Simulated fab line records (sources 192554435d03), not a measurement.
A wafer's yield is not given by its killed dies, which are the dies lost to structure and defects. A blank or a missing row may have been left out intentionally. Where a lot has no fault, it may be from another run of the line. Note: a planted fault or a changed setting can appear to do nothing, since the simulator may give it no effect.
A struck lot beside a sound one / flow n5Finfet / 35 steps out of a route of 1938
Sound: wafers L946.1, L946.2, L946.6. Struck: wafer L954.3 (L954.4, L954.5, from the same lot, were not struck and are left out); the cause is given at the end.
Each step with rows lists, per side, the tool, then ch with its chambers, then its first start. Under that, the readings that differ: sound wafers / struck wafers / difference of the means / sigmas: that difference in standard deviations of wafers without a fault.
alike: same words and numbers on both sides, and readings whose means sit less than 2 such deviations apart. not compared: any withheld reading, any reading some wafer has no value for, any bound like >300 that may hide the same value, and any number with overlapping values for which the record gives no deviation.
The two part at a step that has a row with sigmas, a row that says differs or no value, or rows on one side only. Non-overlapping numbers with no deviation appear without sigmas and do not part them. A reading that every wafer of one side lacks parts them only if that side has two wafers or more.

first, 11 steps without rows for these wafers: N5_FIN_SAQP_SRD_66 (time 30 s); N5_FIN_SAQP_RECESS_75 (chemistry HF/NH3, target SiO2, target depth 14.4 nm, afs cycles 3, sublimation time 60 s); N5_FIN_SAQP_SPACER1_ALD_24 (deposits SiO2, target thk 20.3 nm, pulse time 1 s, purge time 2 s); N5_FIN_SAQP_SPACER1_ETCHBACK_25 (etches SiO2 in CHF3/O2, target depth 24.4 nm, time 12.2 s); N5_FIN_SAQP_MANDREL1_REMOVE_56 (chemistry HBr/Cl2/O2, target a-Si, stops on SiNx, bt time 10 s); N5_FIN_SAQP_ETCH_57 (etches SiNx in CH3F/O2, target depth 32.5 nm, time 46.4 s); N5_FIN_SAQP_ETCH_65 (etches SiO2 in CF4, target depth 4 nm, time 4.4 s); N5_FIN_SAQP_MANDREL_ETCH_58 (etches a-Si in HBr/Cl2, stops on SiNx, target depth 45 nm, bt time 10 s, time 27 s); N5_FIN_SAQP_RECESS_63 (chemistry HF/NH3, target SiO2, target depth 18 nm, afs cycles 3, sublimation time 60 s); N5_FIN_SAQP_COAT_68 (time 60 s, resist thk 100 nm); N5_FIN_SAQP_ETCH_69 (etches SOC in N2/H2, stops on SiNx, target depth 150 nm).
N5_FIN_SAQP_ETCH_67: etches SiNx in CH3F/O2, target depth 30 nm.
  sound on rieDiel-04 ch 0,1,3, day 4 09:35; struck on rieDiel-04 ch 3, day 6 06:02
reading=oesProductAu (a.u.); sound=0.71 0.73 0.79; struck=0.53; difference=-0.21; sigmas=-3
reading=model.etch.depthNm (nm); sound=30.16 29.89 30.55; struck=15.6; difference=-14.6; sigmas=
  alike: drypumpMotorCurrentA, oes_ar_750_au, oes_f_703_au, rfVppV, showerheadPlenumPTorr, throttleValvePct
  not compared: rfHoursCounterH
then, 22 steps without rows for these wafers: N5_FIN_SAQP_STRIP_70 (strips in N2/H2); N5_FIN_SAQP_RECESS_71 (chemistry HF/NH3, target SiO2, target depth 3 nm, afs cycles 1, sublimation time 60 s); N5_FIN_SAQP_SPACER2_ALD_28 (deposits SiO2, target thk 8.1 nm, pulse time 1 s, purge time 2 s); N5_FIN_SAQP_SPACER2_ETCHBACK_29 (etches SiO2 in CHF3/O2, target depth 12.2 nm, time 6.1 s); N5_FIN_SAQP_MANDREL2_REMOVE_60 (chemistry HBr/Cl2/O2, target a-Si, stops on SiNx, bt time 10 s); N5_FIN_SAQP_HM_OPEN_33 (chemistry CH3F/O2, target SiNx, target depth 49.4 nm, time 70.6 s); N5_FIN_SAQP_ETCH_34 (etches SiO2 in C4F6/O2, target depth 45 nm, time 15 s); N5_FIN_SAQP_STRIP_77 (strips in N2/H2, time 90 s); N5_FIN_SAQP_ETCH_64 (etches SiO2 in CF4, target depth 1.5 nm); N5_FIN_SAQP_FIN_ETCH_36 (etches the open film in HBr/Cl2/O2, target depth 120 nm, time 50.4 s); N5_FIN_SAQP_PRECLEAN_38 (cleans in O3/DIW, time 45 s); N5_FIN_SAQP_PRECLEAN_45 (cleans in dHF, time 10 s); N5_FIN_SAQP_SRD_39 (time 30 s); N5_FIN_CUT_COAT_18 (time 60 s, resist thk 230 nm); N5_FIN_CUT_COAT_19 (time 60 s, resist thk 20 nm); N5_FIN_CUT_COAT_29 (time 60 s, resist thk 10 nm); N5_FIN_CUT_COAT_02 (resist thk 30 nm); N5_FIN_CUT_EBR_04; N5_FIN_CUT_SOFTBAKE_03 (time 60 s); N5_FIN_CUT_EXPOSE_05 (exposes mask FIN CUT); N5_FIN_CUT_PEB_06 (peb time 60 s); N5_FIN_CUT_DEVELOP_07 (develop time 30 s).
-- a jump in the record: the struck wafers' starts before and after are 11 days apart (it breaks off in module FIN_CUT and resumes in module PASSIVATION, where the first step shown is number 1936 of the route) --
N5_PASSIVATION_PROBE_49:
  sound on prober-01 at day 14 22:46; struck on prober-01 at day 16 23:23
reading=killedAtFrontEnd; sound=28 49 34; struck=1112; difference=+1075; sigmas=+98
reading=killedDies; sound=81 110 87; struck=1161; difference=+1068; sigmas=+63
reading=killedOnRim; sound=5 16 16; struck=150; difference=+138; sigmas=+34
  alike: killed_at_M0_to_M3, killed_at_M4_up, killedAtContacts, killedAtOther, killedOpen, killedShort

WHERE THEY PART
At N5_FIN_SAQP_ETCH_67 first; at N5_PASSIVATION_PROBE_49 last (within this record only).

WHY: what had been put in by the simulator
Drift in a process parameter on rieDiel-04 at N5_FIN_SAQP_ETCH_67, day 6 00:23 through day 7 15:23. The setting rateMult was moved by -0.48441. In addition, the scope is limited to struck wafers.
